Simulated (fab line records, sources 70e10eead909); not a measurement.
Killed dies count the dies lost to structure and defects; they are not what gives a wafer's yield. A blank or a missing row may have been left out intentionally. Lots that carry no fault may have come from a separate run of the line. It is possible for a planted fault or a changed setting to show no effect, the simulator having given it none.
Chamber matching | flow nandHarc | pecvd-01 running NHARC_P_M0_DEP_32: 3 sister chambers
The step deposits SiCN, target thk 30 nm. 3 wafers are shown with their chamber, then 8 later ones without.

## WAFERS PAIRED WITH THEIR CHAMBERS
wafer  | chamber | showerheadVppV (V)
L084.4 | 2       | 1258
L083.6 | 1       | 1377
L093.1 | 0       | 1284

## WAFERS WITHOUT THEIR CHAMBER
wafer  | showerheadVppV (V)
L093.3 | 1396
L093.4 | 1293
L097.1 | 1385
L097.3 | 1280
L097.6 | 1315
L096.1 | 1374
L096.2 | 1325
L096.4 | 1319

## WHICH CHAMBER EACH ONE RAN IN
wafer  | from the rows above          | in truth
L093.3 | 1                            | 1
L093.4 | can't be placed: 0 or 2      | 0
L097.1 | 1                            | 1
L097.3 | can't be placed: 0 or 2      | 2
L097.6 | can't be placed: 0 or 2 or 1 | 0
L096.1 | 1                            | 1
L096.2 | can't be placed: 0 or 1 or 2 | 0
L096.4 | can't be placed: 0 or 1 or 2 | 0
Correct placement for 3 of the 8. Not placeable from these rows: 5 (in 5, the candidates include the true chamber). 0 placed wrongly.
How it was worked out, from the rows above alone: a wafer's distance from a chamber is the root of the sum, over the readings, of the square of ((its reading less the chamber's mean) divided by the reading's scatter). The wafer belongs to the nearest chamber; if the next one is less than 2 further off, it can't be placed. For every chamber, the mean is computed from those of its wafers that are shown. The scatter: root of mean squared gap, hidden wafer to nearest shown wafer, with one shown wafer a chamber.
